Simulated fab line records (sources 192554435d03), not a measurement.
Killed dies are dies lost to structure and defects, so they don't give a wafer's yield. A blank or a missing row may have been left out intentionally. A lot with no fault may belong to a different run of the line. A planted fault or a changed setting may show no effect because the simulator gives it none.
Chamber matching | flow n5Finfet | 4 sister chambers for N5_BEOL_M15_ETCH_61 on rieDiel-04
The step etches BARC in N2/H2, target depth 89 nm, overetch 26.7 nm, time 67.9 s. 14 wafers are shown with their chamber, then 6 later ones without.

WAFERS, EACH WITH ITS CHAMBER
wafer  | chamber | drypumpMotorCurrentA (A) | showerheadPlenumPTorr (Torr) | throttleValvePct (%)
L577.1 | 1       | 6.2                      | 2.64                         | 17.92
L577.3 | 2       | 4.9                      | 2.45                         | 17.95
L578.1 | 1       | 6.1                      | 2.64                         | 17.94
L578.2 | 2       | 5.0                      | 2.45                         | 17.96
L578.5 | 0       | 5.1                      | 2.55                         | 17.80
L582.2 | 0       | 5.1                      | 2.55                         | 17.82
L582.3 | 3       | 5.3                      | 2.57                         | 17.81
L582.6 | 2       | 5.0                      | 2.44                         | 17.98
L590.4 | 2       | 5.0                      | 2.44                         | 17.99
L590.5 | 1       | 6.2                      | 2.63                         | 17.96
L590.6 | 2       | 5.0                      | 2.44                         | 18.00
L592.1 | 1       | 6.1                      | 2.63                         | 17.95
L592.5 | 0       | 5.1                      | 2.54                         | 17.84
L592.6 | 3       | 5.3                      | 2.56                         | 17.84

SIGNATURES (means of the wafers above)
reading               | chamber 0 | chamber 1 | chamber 2 | chamber 3 | scatter within a chamber
drypumpMotorCurrentA  | 5.100     | 6.150     | 4.980     | 5.300     | 0.0424
showerheadPlenumPTorr | 2.5467    | 2.6350    | 2.4440    | 2.5650    | 0.0058
throttleValvePct      | 17.8200   | 17.9425   | 17.9760   | 17.8250   | 0.0196
Rule: a wafer lies at a distance from a chamber equal to the root of the sum of squares, over the readings, of (its reading less the chamber's mean, divided by the reading's scatter). If the next closest chamber is less than 2 further off than the closest, the wafer can't be placed; otherwise it belongs to the closest. The scatter: take each reading less its chamber's mean, square it, sum over the shown wafers, divide by the number of wafers less the number of chambers, and take the root.

WAFERS WITH NO CHAMBER GIVEN
wafer  | drypumpMotorCurrentA (A) | showerheadPlenumPTorr (Torr) | throttleValvePct (%)
L595.1 | 5.2                      | 2.53                         | 17.86
L595.2 | 5.0                      | 2.43                         | 18.04
L595.6 | 6.1                      | 2.62                         | 17.99
L600.1 | 5.3                      | 2.56                         | 17.88
L600.3 | 5.1                      | 2.53                         | 17.87
L600.6 | 5.3                      | 2.55                         | 17.89

WHICH CHAMBER EACH WENT THROUGH
wafer  | from the rows above     | in truth
L595.1 | 0                       | 0
L595.2 | 2                       | 2
L595.6 | 1                       | 1
L600.1 | 3                       | 3
L600.3 | 0                       | 0
L600.6 | can't be placed: 3 or 0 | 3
5 of 6 placed correctly. Unplaceable from these rows: 1, with the true chamber sitting among the candidates in 1. Number placed wrongly: 0.
